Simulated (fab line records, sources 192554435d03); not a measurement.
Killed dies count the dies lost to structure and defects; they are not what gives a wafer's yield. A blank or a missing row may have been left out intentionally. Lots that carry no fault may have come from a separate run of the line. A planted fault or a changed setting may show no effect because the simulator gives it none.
fab line records	flow n5_finfet
[record] lots = 7	wafers = 21
route steps=1938 shown BEOL_M6@1239 BEOL_M7@1289 BEOL_M8@1358 BEOL_M9@1408 BEOL_M10@1495
start_h: the number of hours between the record's first day and the start of the first shown wafer of the lot	wait_h: how many hours have passed since the lot's step before this one	" repeats the value in the row above	L1.1+2: several wafers, shown together as one row	- no value, or no start given	* or withheld: withheld	< > ~ a bound
route shown NAME@n: names a module that has steps shown in the file, with the first one's number in the route	usual: mean/standard deviation of fault-free wafers	same: alike in all rows	chamber/n: place in a boat	sites: each site's reading	_std_site: standard deviation across them	_edge_site: inner sites' mean taken away from outer sites' mean	radius_mm: for every site, how far away it sits from the centre of the wafer	mask NAME#n: copy n	behind: tool/chamber where the wafer was last shaped	hold: reason for holding the lot/hours on hold/outcome of the hold	device: the n, p or np transistor that did not switch	end of line: tests of these same wafers at the route's end	a step without rows: its recipe alone	killed: not the wafer's yield, but the dies lost to structure and defects at the first sort	map: a wafer's dies, marking killed ones x, the rest . and places with no die _
set.NAME: the setting the step ran with; set.NAME@STEP: the setting that earlier step ran with	model.NAME: the simulator's own value behind a step, which no gauge read
lots run with intentionally changed settings; tables by step, rows by wafer
[[steps]]
[step N5_BEOL_M6_TRENCH_ETCH_37]
[recipe] chemistry = C4F6/O2	target_depth_a = 944.35	target = SiCOH_lowk	time_s = 31.5	ion_energy_ev = 250	pressure_mtorr = 30	source_w = 345	bias_w = 185	Ar_flow_sccm = 300	C4F6_flow_sccm = 10	O2_flow_sccm = 10
lot.wafer	tool	chamber	start_h	wait_h	set.time_s	set.target_thk_a@BEOL_M6_HM_DEP_02	model.BEOL_M6.feature_depth_nm	model.etch.depth_nm	model.TiN_of_BEOL_M6_HM_DEP_02.thk_nm
L076.1	rie_diel-04	2	-	-	27.05	181.8	78.2	78.29	16
L076.2	"	0	"	"	27.05	181.8	84.6	84.64	16.6
L076.5	"	2	"	"	31.5	200	91.2	91.11	17.8
L078.1	rie_diel-04	0	-	-	31.5	190.1	97.8	97.8	16.4
L078.3	"	2	"	"	35.34	190.1	102	101.9	16
L078.6	"	0	"	"	31.5	200	97.2	97.23	17.6
L081.1	rie_diel-04	0	-	-	31.5	200	98	98.04	17.4
L081.4	"	2	"	"	31.5	200	91.4	91.4	17.6
L081.5	"	2	"	"	31.5	200	92.2	92.21	17.6
L086.1	rie_diel-04	1	-	-	38.01	213.6	108	108	19
L086.3	"	2	"	"	31.5	213.6	90.4	90.38	19.2
L086.6	"	2	"	"	31.5	200	90.4	90.32	18
L093.1	rie_diel-04	0	-	-	37.67	200	116	116	16.6
L093.5	"	0	"	"	31.5	200	96.4	96.35	16.6
L093.6	"	1	"	"	31.5	174.9	88.6	88.68	15
L094.1	rie_diel-05	0	-	-	31.5	200	91.6	91.57	17.6
L094.2	"	2	"	"	31.5	200	93.2	93.17	17.2
L094.6	"	3	"	"	35.94	218.5	108.6	108.6	18.8
L095.2	rie_diel-04	1	-	-	31.5	200	87.8	87.8	18
L095.3	"	3	"	"	31.5	180.8	97.2	97.22	15.4
L095.4	"	1	"	"	31.5	200	88.4	88.49	17.6
[step N5_BEOL_M6_ETCH_41]
[recipe] chemistry = CH3F/O2	target = SiCN	target_depth_a = 297	taper_deg = 2	time_s = 52	ion_energy_ev = 120	mask_material = TiN	pressure_mtorr = 30	source_w = 395	bias_w = 75	Ar_flow_sccm = 150	CH3F_flow_sccm = 30	O2_flow_sccm = 20
[step N5_BEOL_M6_STRIP_80]
[recipe] chemistry = N2/H2	time_s = 10	power_w = 450	temp_c = 40	pressure_mtorr = 20	rf_frequency_hz = 6e+07	bias_power_w = 7	n2_flow_sccm = 200	h2_flow_sccm = 200
[step N5_BEOL_M6_OCD_MEAS_38]
[usual] trench_depth_nm = 95/3
lot.wafer	tool	chamber	start_h	wait_h	set.time_s@BEOL_M6_TRENCH_ETCH_37	trench_depth_nm
L076.1	ocd-02	-	195.33	-	27.05	78
L076.2	"	-	"	"	27.05	85
L076.5	"	-	"	"	31.5	92
L078.1	ocd-01	-	205.54	-	31.5	97
L078.3	"	-	"	"	35.34	102
L078.6	"	-	"	"	31.5	98
L081.1	ocd-01	-	222.11	-	31.5	98
L081.4	"	-	"	"	31.5	91
L081.5	"	-	"	"	31.5	92
L086.1	ocd-01	-	255.43	-	38.01	108
L086.3	"	-	"	"	31.5	91
L086.6	"	-	"	"	31.5	90
L093.1	ocd-01	-	295.38	-	37.67	116
L093.5	"	-	"	"	31.5	97
L093.6	"	-	"	"	31.5	88
L094.1	ocd-02	-	301.81	-	31.5	91
L094.2	"	-	"	"	31.5	93
L094.6	"	-	"	"	35.94	109
L095.2	ocd-02	-	303.94	-	31.5	87
L095.3	"	-	"	"	31.5	97
L095.4	"	-	"	"	31.5	88
[step N5_BEOL_M6_HM_STRIP_39]
[recipe] chemistry = peroxide_tin_strip	material = TiN	target_depth_a = 250	temp_c = 50	time_s = 158
[step N5_BEOL_M6_SRD_40]
[recipe] time_s = 30	temp_c = 23	rinse_liquid = diw	dry = ipa_marangoni
[step N5_BEOL_M6_ECD_50]
[recipe] material = Cu	target_thk_a = 3000
[step N5_BEOL_M6_ANNEAL_51]
[recipe] temp_c = 225	time_s = 90	ambient = N2
[step N5_BEOL_M6_CMP_52]
[recipe] stop_on = SiCOH_lowk	t_overpolish_s = 6.9	down_force_psi = 1	platen_rpm = 50	clearing_platen_down_force_psi = 1.5	clearing_platen_rpm = 50	post_cmp_clean = cu_alkaline	target_thk_nm = 80	clearing_platen_pad_velocity_m_s = 0.99484	pad_velocity_m_s = 0.99484
lot.wafer	tool	chamber	start_h	wait_h	set.time_s@BEOL_M6_TRENCH_ETCH_37	model.Cu_of_BEOL_M6_ECD_50.thk_nm
L076.2	cmp-02	3	199.10	0.2	27.05	71.6
L076.1	"	1	"	"	27.05	64.2
L076.5	"	2	"	"	31.5	75
L078.3	cmp-02	0	208.41	0.2	35.34	88
L078.1	"	3	"	"	31.5	85.8
L078.6	"	0	"	"	31.5	81.8
L081.1	cmp-04	2	225.38	0.3	31.5	84.8
L081.4+5	"	0,2	"	"	31.5	78
L086.3	cmp-02	2	258.05	0.2	31.5	75
L086.1	"	3	"	"	38.01	94.6
L086.6	"	1	"	"	31.5	74.8
L093.1	cmp-01	2	299.47	0.4	37.67	100.4
L093.6	"	3	"	"	31.5	73.6
L093.5	"	0	"	"	31.5	81
L094.1	cmp-04	0	304.52	0.3	31.5	76.6
L094.2	"	2	"	"	31.5	80
L094.6	"	0	"	"	35.94	93.2
L095.3	cmp-01	0	306.27	0.2	31.5	81.6
L095.4	"	2	"	"	31.5	72.6
L095.2	"	3	"	"	31.5	71.6
[step N5_BEOL_M6_THK_MEAS_53]
[recipe] thk_meas_gauge = xrf	reads = Cu_of_BEOL_M6_ECD_50
[usual] M6_THK = 80/3.2
lot.wafer	tool	chamber	start_h	wait_h	set.time_s@BEOL_M6_TRENCH_ETCH_37	M6_THK[nm]
L076.1	film_metro-02	-	199.36	-	27.05	65
L076.2	"	-	"	"	27.05	72
L076.5	"	-	"	"	31.5	76
L078.1	film_metro-02	-	208.70	-	31.5	86
L078.3	"	-	"	"	35.34	88
L078.6	"	-	"	"	31.5	81
L081.1	film_metro-02	-	225.68	-	31.5	85
L081.4	"	-	"	"	31.5	79
L081.5	"	-	"	"	31.5	79
L086.1	film_metro-01	-	258.30	-	38.01	94
L086.3	"	-	"	"	31.5	75
L086.6	"	-	"	"	31.5	74
L093.1	film_metro-01	-	299.66	-	37.67	101
L093.5	"	-	"	"	31.5	82
L093.6	"	-	"	"	31.5	74
L094.1	film_metro-01	-	304.78	-	31.5	76
L094.2	"	-	"	"	31.5	79
L094.6	"	-	"	"	35.94	92
L095.2	film_metro-02	-	306.57	-	31.5	71
L095.3	"	-	"	"	31.5	81
L095.4	"	-	"	"	31.5	72
[step N5_BEOL_M7_COAT_71]
[recipe] resist = underlayer	temp_c = 205	time_s = 60	spin_rpm = 1500	resist_thk_nm = 5
lot.wafer	tool	chamber	start_h	wait_h	set.spin_rpm
L076.1+5	litho_track-02	0	-	-	1500
L076.2	"	0	"	"	1392
L078.1+6	litho_track-03	0	-	-	1641
L078.3	"	0	"	"	1500
L081.1+4+5	litho_track-03	0	-	-	1500
L086.1+3	litho_track-04	0	-	-	1500
L086.6	"	0	"	"	1345
L093.1+5	litho_track-02	0	-	-	1438
L093.6	"	0	"	"	1500
L094.1+2+6	litho_track-04	0	-	-	1500
L095.2+3	litho_track-04	0	-	-	1385
L095.4	"	0	"	"	1500
[step N5_BEOL_M7_DESCUM_33]
[recipe] chemistry = O2	time_s = 7	source_power_w = 50	bias_power_w = 20	pressure_mtorr = 20	rf_frequency_hz = 2.712e+07	temp_c = 40	resist = CAR-EUV	o2_flow_sccm = 225
lot.wafer	tool	chamber	start_h	wait_h	set.time_s	model.CAR-EUV_of_BEOL_M7_COAT_22.thk_nm
L076.1+2	rie_diel-02	1,2	204.35	0.3	5.775	26.8
L076.5	"	2	"	"	7	26.2
L078.1	rie_diel-01	1	211.99	0.2	6.315	26.4
L078.3+6	"	2	"	"	7	26.2
L081.1+4	rie_diel-06	2,1	228.85	0.5	7	26
L081.5	"	3	"	"	7	26.2
L086.1+3	rie_diel-01	0,2	262.47	0.1	7	26
L086.6	"	3	"	"	8.17	25.4
L093.1	rie_diel-01	1	303.98	0.1	7	26
L093.5	"	0	"	"	7.85	25.6
L093.6	"	3	"	"	7.85	25.8
L094.1	rie_diel-02	2	307.08	0.0	7.633	25.8
L094.2	"	0	"	"	7	26.2
L094.6	"	1	"	"	7	26
L095.2+4	rie_diel-01	3,0	312.48	0.1	7	26.2
L095.3	"	0	"	"	7.959	25.6
[step N5_BEOL_M7_ETCH_72]
[recipe] chemistry = N2/H2	target = underlayer	target_depth_a = 65	mask_material = CAR-EUV	time_s = 5.2	ion_energy_ev = 200	pressure_mtorr = 30	source_w = 840	bias_w = 150	n2_flow_sccm = 200	h2_flow_sccm = 200	ends = cleared
lot.wafer	tool	chamber	start_h	wait_h	set.spin_rpm@BEOL_M7_COAT_71	set.time_s@BEOL_M7_DESCUM_33	model.CAR-EUV_of_BEOL_M7_COAT_22.thk_nm	model.etch.depth_nm
L076.1	rie_diel-02	1	204.38	0.0	1500	5.775	21	5.017
L076.2	"	2	"	"	1392	5.775	20.8	5.213
L076.5	"	2	"	"	1500	7	20.4	5.027
L078.1	rie_diel-01	1	212.03	0.0	1641	6.315	21	4.777
L078.3	"	2	"	"	1500	7	20.4	5
L078.6	"	2	"	"	1641	7	20.8	4.792
L081.1	rie_diel-06	2	228.89	0.0	1500	7	20.4	4.979
L081.4	"	1	"	"	1500	7	20.2	4.983
L081.5	"	3	"	"	1500	7	20.4	4.974
L086.1	rie_diel-01	0	262.50	0.0	1500	7	20.2	4.995
L086.3	"	2	"	"	1500	7	20.4	5.005
L086.6	"	3	"	"	1345	8.17	19.4	5.275
L093.1	rie_diel-01	1	304.01	0.0	1438	7	20.2	5.126
L093.5	"	0	"	"	1438	7.85	19.8	5.12
L093.6	"	3	"	"	1500	7.85	20	5.003
L094.1	rie_diel-02	2	307.11	0.0	1500	7.633	20	4.985
L094.2	"	0	"	"	1500	7	20.4	4.987
L094.6	"	1	"	"	1500	7	20.4	5.008
L095.2	rie_diel-01	3	312.52	0.0	1385	7	20.2	5.204
L095.3	"	0	"	"	1385	7.959	19.8	5.203
L095.4	"	0	"	"	1500	7	20.4	5.002
[step N5_BEOL_M7_ETCH_65]
[recipe] chemistry = CF4	target = SiARC	target_depth_a = 156	mask_material = CAR-EUV	time_s = 26	ion_energy_ev = 80	pressure_mtorr = 40	source_w = 545	bias_w = 36	Ar_flow_sccm = 100	cf4_flow_sccm = 100	ends = cleared
lot.wafer	tool	chamber	start_h	wait_h	set.spin_rpm@BEOL_M7_COAT_71	set.time_s@BEOL_M7_DESCUM_33	model.CAR-EUV_of_BEOL_M7_COAT_22.thk_nm
L076.1	rie_diel-02	1	204.40	0.0	1500	5.775	11.8
L076.2	"	2	"	"	1392	5.775	11.6
L076.5	"	2	"	"	1500	7	11.2
L078.1	rie_diel-01	1	212.05	0.0	1641	6.315	11.8
L078.3	"	2	"	"	1500	7	11.2
L078.6	"	2	"	"	1641	7	11.6
L081.1+5	rie_diel-06	2,3	228.90	0.0	1500	7	11.2
L081.4	"	1	"	"	1500	7	11
L086.1+3	rie_diel-01	0,2	262.52	0.0	1500	7	11
L086.6	"	3	"	"	1345	8.17	10.2
L093.1	rie_diel-01	1	304.03	0.0	1438	7	11
L093.5	"	0	"	"	1438	7.85	10.6
L093.6	"	3	"	"	1500	7.85	10.8
L094.1	rie_diel-02	2	307.13	0.0	1500	7.633	10.8
L094.2+6	"	0,1	"	"	1500	7	11.2
L095.2	rie_diel-01	3	312.53	0.0	1385	7	11
L095.3	"	0	"	"	1385	7.959	10.4
L095.4	"	0	"	"	1500	7	11.2
[step N5_BEOL_M8_COAT_71]
[recipe] resist = underlayer	temp_c = 205	time_s = 60	spin_rpm = 1500	resist_thk_nm = 5
lot.wafer	tool	chamber	start_h	wait_h	set.spin_rpm	model.underlayer_of_BEOL_M8_COAT_71.thk_nm
L076.1	litho_track-05	0	-	-	1365	5.2
L076.2+5	"	0	"	"	1500	5
L078.1+3+6	litho_track-04	0	-	-	1345	5.4
L081.1+4+5	litho_track-05	0	-	-	1500	5
L086.1+6	litho_track-01	0	-	-	1581	4.8
L086.3	"	0	"	"	1500	5
L093.1+6	litho_track-05	0	-	-	1622	4.8
L093.5	"	0	"	"	1500	5
L094.1+2	litho_track-05	0	-	-	1357	5.2
L094.6	"	0	"	"	1500	5
L095.2+4	litho_track-01	0	-	-	1500	5
L095.3	"	0	"	"	1645	4.8
[step N5_BEOL_M8_COAT_22]
[recipe] resist = CAR-EUV	spin_rpm = 1500	resist_thk_nm = 30
lot.wafer	tool	chamber	start_h	wait_h	set.spin_rpm	model.CAR-EUV_of_BEOL_M8_COAT_22.thk_nm
L076.1	litho_track-05	0	-	-	1363	31.6
L076.2+5	"	0	"	"	1500	30
L078.1+3	litho_track-04	0	-	-	1623	28.8
L078.6	"	0	"	"	1500	30
L081.1+4+5	litho_track-05	0	-	-	1500	30
L086.1	litho_track-01	0	-	-	1500	30
L086.3	"	0	"	"	1599	29
L086.6	"	0	"	"	1599	29.2
L093.1+5	litho_track-05	0	-	-	1665	28.6
L093.6	"	0	"	"	1500	30.2
L094.1+2+6	litho_track-05	0	-	-	1500	30
L095.2	litho_track-01	0	-	-	1500	30.2
L095.3	"	0	"	"	1411	31
L095.4	"	0	"	"	1500	30
[step N5_BEOL_M8_EBR_24]
[recipe] solvent = PGMEA	ebr_width_mm = 1.5
[step N5_BEOL_M8_SOFTBAKE_23]
[recipe] temp_c = 110	time_s = 60	resist = CAR-EUV
[step N5_BEOL_M8_EXPOSE_25]
[recipe] mask_id = V7	na = 0.33	source_shape = annular	sigma_inner = 0.4	sigma_outer = 0.8	polarization = unpolarized	target_cd_nm = 40	dose_mj = 42.5
[step N5_BEOL_M8_PEB_26]
[recipe] peb_temp_c = 100	peb_time_s = 60	resist = CAR-EUV
[step N5_BEOL_M8_DEVELOP_27]
[recipe] develop_time_s = 30	developer = TMAH	resist = CAR-EUV	rinse_liquid = surfactant_rinse	dry = air_spin	dev_temp_c = 23
lot.wafer	tool	chamber	start_h	wait_h	set.spin_rpm@BEOL_M8_COAT_22	model.CAR-EUV_of_BEOL_M8_COAT_22.thk_nm
L076.1	litho_track-01	0	-	-	1363	31
L076.2+5	"	0	"	"	1500	29.6
L078.1	litho_track-04	0	-	-	1623	28.2
L078.3	"	0	"	"	1623	28.4
L078.6	"	0	"	"	1500	29.4
L081.1+4+5	litho_track-05	0	-	-	1500	29.6
L086.1	litho_track-04	0	-	-	1500	29.6
L086.3+6	"	0	"	"	1599	28.6
L093.1	litho_track-05	0	-	-	1665	28
L093.5	"	0	"	"	1665	28.2
L093.6	"	0	"	"	1500	29.6
L094.1+6	litho_track-05	0	-	-	1500	29.6
L094.2	"	0	"	"	1500	29.4
L095.2+4	litho_track-01	0	-	-	1500	29.6
L095.3	"	0	"	"	1411	30.6
[step N5_BEOL_M8_DESCUM_33]
[recipe] chemistry = O2	time_s = 7	source_power_w = 50	bias_power_w = 20	pressure_mtorr = 20	rf_frequency_hz = 2.712e+07	temp_c = 40	resist = CAR-EUV	o2_flow_sccm = 225
lot.wafer	tool	chamber	start_h	wait_h	set.spin_rpm@BEOL_M8_COAT_22	model.CAR-EUV_of_BEOL_M8_COAT_22.thk_nm
L076.1	rie_diel-03	1	211.70	0.1	1363	27.6
L076.2+5	"	0	"	"	1500	26
L078.1+3	rie_diel-04	3,0	219.45	0.1	1623	24.8
L078.6	"	1	"	"	1500	26.2
L081.1	rie_diel-04	1	237.09	0.3	1500	26.2
L081.4+5	"	0,2	"	"	1500	26
L086.1	rie_diel-03	2	272.11	0.3	1500	26
L086.3	"	3	"	"	1599	25
L086.6	"	2	"	"	1599	25.2
L093.1+5	rie_diel-04	3,2	313.91	0.2	1665	24.6
L093.6	"	1	"	"	1500	26.2
L094.1+2+6	rie_diel-03	2,0,1	319.18	0.0	1500	26
L095.2	rie_diel-03	1	326.47	0.4	1500	26.2
L095.3	"	0	"	"	1411	27
L095.4	"	0	"	"	1500	26
[step N5_BEOL_M8_ETCH_72]
[recipe] chemistry = N2/H2	target = underlayer	target_depth_a = 65	mask_material = CAR-EUV	time_s = 5.2	ion_energy_ev = 200	pressure_mtorr = 30	source_w = 840	bias_w = 150	n2_flow_sccm = 200	h2_flow_sccm = 200	ends = cleared
lot.wafer	tool	chamber	start_h	wait_h	set.spin_rpm@BEOL_M8_COAT_71	model.etch.depth_nm
L076.1	rie_diel-03	1	211.73	0.0	1365	5.237
L076.2	"	0	"	"	1500	5.003
L076.5	"	0	"	"	1500	5.005
L078.1	rie_diel-04	3	219.49	0.0	1345	5.312
L078.3	"	0	"	"	1345	5.33
L078.6	"	1	"	"	1345	5.316
L081.1	rie_diel-04	1	237.12	0.0	1500	5.018
L081.4	"	0	"	"	1500	5.01
L081.5	"	2	"	"	1500	4.998
L086.1	rie_diel-03	2	272.14	0.0	1581	4.856
L086.3	"	3	"	"	1500	4.98
L086.6	"	2	"	"	1581	4.866
L093.1	rie_diel-04	3	313.94	0.0	1622	4.825
L093.5	"	2	"	"	1500	5.016
L093.6	"	1	"	"	1622	4.811
L094.1+2	rie_diel-03	2,0	319.22	0.0	1357	5.259
L094.6	"	1	"	"	1500	5.004
L095.2	rie_diel-03	1	326.51	0.0	1500	4.982
L095.3	"	0	"	"	1645	4.743
L095.4	"	0	"	"	1500	4.978
[step N5_BEOL_M9_COAT_05]
[recipe] resist = CAR-ArF	spin_rpm = 1500	resist_thk_nm = 90
lot.wafer	tool	chamber	start_h	wait_h	set.spin_rpm	model.CAR-ArF_of_BEOL_M9_COAT_05.thk_nm
L076.1	litho_track-02	0	-	-	1377	94.2
L076.2	"	0	"	"	1377	94.4
L076.5	"	0	"	"	1500	90.2
L078.1	litho_track-02	0	-	-	1500	90.2
L078.3	"	0	"	"	1500	90
L078.6	"	0	"	"	1623	86.6
L081.1	litho_track-02	0	-	-	1500	90.6
L081.4	"	0	"	"	1500	90.2
L081.5	"	0	"	"	1500	90
L086.1	litho_track-01	0	-	-	1388	93.6
L086.3	"	0	"	"	1500	90
L086.6	"	0	"	"	1500	89.8
L093.1	litho_track-02	0	-	-	1500	90
L093.5+6	"	0	"	"	1500	89.8
L094.1	litho_track-02	0	-	-	1500	90.2
L094.2	"	0	"	"	1661	85.6
L094.6	"	0	"	"	1661	85.4
L095.2	litho_track-03	0	-	-	1441	91.8
L095.3	"	0	"	"	1500	90.2
L095.4	"	0	"	"	1500	90.4
[step N5_BEOL_M9_DESCUM_16]
[recipe] chemistry = O2	time_s = 7.9	source_power_w = 50	bias_power_w = 20	pressure_mtorr = 20	rf_frequency_hz = 2.712e+07	temp_c = 40	resist = CAR-ArF	o2_flow_sccm = 225
lot.wafer	tool	chamber	start_h	wait_h	set.time_s	set.spin_rpm@BEOL_M9_COAT_05	model.CAR-ArF_of_BEOL_M9_COAT_05.thk_nm
L076.1	rie_diel-01	1	217.04	0.2	6.365	1377	88.4
L076.2	"	2	"	"	6.365	1377	88.8
L076.5	"	1	"	"	7.9	1500	83.6
L078.1	rie_diel-01	2	225.83	0.0	7.139	1500	84.2
L078.3	"	1	"	"	7.9	1500	83.4
L078.6	"	1	"	"	7.9	1623	80
L081.1	rie_diel-01	2	242.50	0.3	7.9	1500	84
L081.4	"	3	"	"	7.9	1500	83.8
L081.5	"	0	"	"	7.9	1500	83.6
L086.1	rie_diel-02	3	277.57	0.0	7.9	1388	87
L086.3	"	0	"	"	7.9	1500	83.6
L086.6	"	3	"	"	7.9	1500	83.2
L093.1	rie_diel-06	2	320.96	0.1	7.9	1500	83.6
L093.5	"	3	"	"	7.9	1500	83.4
L093.6	"	0	"	"	7.9	1500	83.2
L094.1	rie_diel-02	2	326.73	0.5	7.9	1500	83.6
L094.2	"	1	"	"	7.9	1661	79.2
L094.6	"	1	"	"	7.9	1661	78.8
L095.2	rie_diel-01	0	332.61	0.0	7.9	1441	85.4
L095.3	"	2	"	"	7.9	1500	83.6
L095.4	"	1	"	"	7.9	1500	83.8
[step N5_BEOL_M9_ETCH_61]
[recipe] chemistry = CF4	target = SiARC	target_depth_a = 390	mask_material = CAR-ArF	time_s = 65	ion_energy_ev = 80	pressure_mtorr = 40	source_w = 545	bias_w = 36	Ar_flow_sccm = 100	cf4_flow_sccm = 100	ends = cleared
lot.wafer	tool	chamber	start_h	wait_h	set.spin_rpm@BEOL_M9_COAT_05	model.CAR-ArF_of_BEOL_M9_COAT_05.thk_nm
L076.1	rie_diel-01	1	217.08	0.0	1377	60.6
L076.2	"	2	"	"	1377	61
L076.5	"	1	"	"	1500	55.8
L078.1	rie_diel-01	2	225.86	0.0	1500	56.4
L078.3	"	1	"	"	1500	55.6
L078.6	"	1	"	"	1623	52.2
L081.1+4	rie_diel-01	2,3	242.54	0.0	1500	56
L081.5	"	0	"	"	1500	55.6
L086.1	rie_diel-02	3	277.61	0.0	1388	59.2
L086.3	"	0	"	"	1500	55.6
L086.6	"	3	"	"	1500	55.2
L093.1	rie_diel-06	2	321.00	0.0	1500	55.8
L093.5	"	3	"	"	1500	55.6
L093.6	"	0	"	"	1500	55.4
L094.1	rie_diel-02	2	326.76	0.0	1500	55.8
L094.2	"	1	"	"	1661	51.2
L094.6	"	1	"	"	1661	51
L095.2	rie_diel-01	0	332.64	0.0	1441	57.6
L095.3	"	2	"	"	1500	55.6
L095.4	"	1	"	"	1500	55.8
[step N5_BEOL_M10_COAT_64]
[recipe] resist = SiARC	temp_c = 220	time_s = 60	spin_rpm = 1500	resist_thk_nm = 30
lot.wafer	tool	chamber	start_h	wait_h	set.spin_rpm	model.SiARC_of_BEOL_M10_COAT_64.thk_nm
L076.1+5	litho_track-03	0	-	-	1422	30.8
L076.2	"	0	"	"	1500	30
L078.1	litho_track-05	0	-	-	1500	30
L078.3+6	"	0	"	"	1638	28.8
L081.1+4+5	litho_track-03	0	-	-	1500	30
L086.1+3	litho_track-04	0	-	-	1500	30
L086.6	"	0	"	"	1500	29.8
L093.1+5	litho_track-03	0	-	-	1500	30.2
L093.6	"	0	"	"	1500	30
L094.1+2	litho_track-05	0	-	-	1500	30
L094.6	"	0	"	"	1420	31
L095.2	litho_track-04	0	-	-	1500	30
L095.3+4	"	0	"	"	1350	31.6
[[key]]
[split] step = N5_BEOL_M6_TRENCH_ETCH_37	setting = time_s	stated = 31.5	by = wafer
[response] step = N5_BEOL_M6_TRENCH_ETCH_37	reading = model.BEOL_M6.feature_depth_nm	change = +0.918	per = 1%	r = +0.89
[response] step = N5_BEOL_M6_TRENCH_ETCH_37	reading = model.etch.depth_nm	change = +0.916	per = 1%	r = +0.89
[response] step = N5_BEOL_M6_OCD_MEAS_38	reading = trench_depth_nm	change = +0.931	per = 1%	r = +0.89
[response] step = N5_BEOL_M6_CMP_52	reading = model.Cu_of_BEOL_M6_ECD_50.thk_nm	change = +0.899	per = 1%	r = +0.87
[response] step = N5_BEOL_M6_THK_MEAS_53	reading = M6_THK	change = +0.915	per = 1%	r = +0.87
[split] step = N5_BEOL_M7_COAT_71	setting = spin_rpm	stated = 1500	by = wafer
[response] step = N5_BEOL_M7_ETCH_72	reading = model.etch.depth_nm	change = -0.0257	per = 1%	r = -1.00
[response] step = N5_BEOL_M7_ETCH_65	reading = model.CAR-EUV_of_BEOL_M7_COAT_22.thk_nm	slope = +0.0305	per = 1%	together_with = time_s@BEOL_M7_DESCUM_33	explained = 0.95
[split] step = N5_BEOL_M7_DESCUM_33	setting = time_s	stated = 7	by = wafer
[response] step = N5_BEOL_M7_DESCUM_33	reading = model.CAR-EUV_of_BEOL_M7_COAT_22.thk_nm	change = -0.0337	per = 1%	r = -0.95
[response] step = N5_BEOL_M7_ETCH_72	reading = model.CAR-EUV_of_BEOL_M7_COAT_22.thk_nm	change = -0.0381	per = 1%	r = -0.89
[response] step = N5_BEOL_M7_ETCH_65	reading = model.CAR-EUV_of_BEOL_M7_COAT_22.thk_nm	change = -0.039	per = 1%	r = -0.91
[split] step = N5_BEOL_M8_COAT_71	setting = spin_rpm	stated = 1500	by = wafer
[response] step = N5_BEOL_M8_COAT_71	reading = model.underlayer_of_BEOL_M8_COAT_71.thk_nm	change = -0.0231	per = 1%	r = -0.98
[response] step = N5_BEOL_M8_ETCH_72	reading = model.etch.depth_nm	change = -0.0251	per = 1%	r = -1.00
[split] step = N5_BEOL_M8_COAT_22	setting = spin_rpm	stated = 1500	by = wafer
[response] step = N5_BEOL_M8_COAT_22	reading = model.CAR-EUV_of_BEOL_M8_COAT_22.thk_nm	change = -0.152	per = 1%	r = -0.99
[response] step = N5_BEOL_M8_DEVELOP_27	reading = model.CAR-EUV_of_BEOL_M8_COAT_22.thk_nm	change = -0.145	per = 1%	r = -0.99
[response] step = N5_BEOL_M8_DESCUM_33	reading = model.CAR-EUV_of_BEOL_M8_COAT_22.thk_nm	change = -0.157	per = 1%	r = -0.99
[split] step = N5_BEOL_M9_COAT_05	setting = spin_rpm	stated = 1500	by = wafer
[response] step = N5_BEOL_M9_COAT_05	reading = model.CAR-ArF_of_BEOL_M9_COAT_05.thk_nm	change = -0.456	per = 1%	r = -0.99
[response] step = N5_BEOL_M9_DESCUM_16	reading = model.CAR-ArF_of_BEOL_M9_COAT_05.thk_nm	change = -0.483	per = 1%	r = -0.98
[response] step = N5_BEOL_M9_ETCH_61	reading = model.CAR-ArF_of_BEOL_M9_COAT_05.thk_nm	change = -0.494	per = 1%	r = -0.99
[split] step = N5_BEOL_M9_DESCUM_16	setting = time_s	stated = 7.9	by = wafer
response none clear
[split] step = N5_BEOL_M10_COAT_64	setting = spin_rpm	stated = 1500	by = wafer
[response] step = N5_BEOL_M10_COAT_64	reading = model.SiARC_of_BEOL_M10_COAT_64.thk_nm	change = -0.152	per = 1%	r = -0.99
split outside_this_file step=N5_BEOL_M6_HM_DEP_02 setting=target_thk_a
// split outside_this_file: this setting was split too, and the file shows its column; the key of that split is in another file
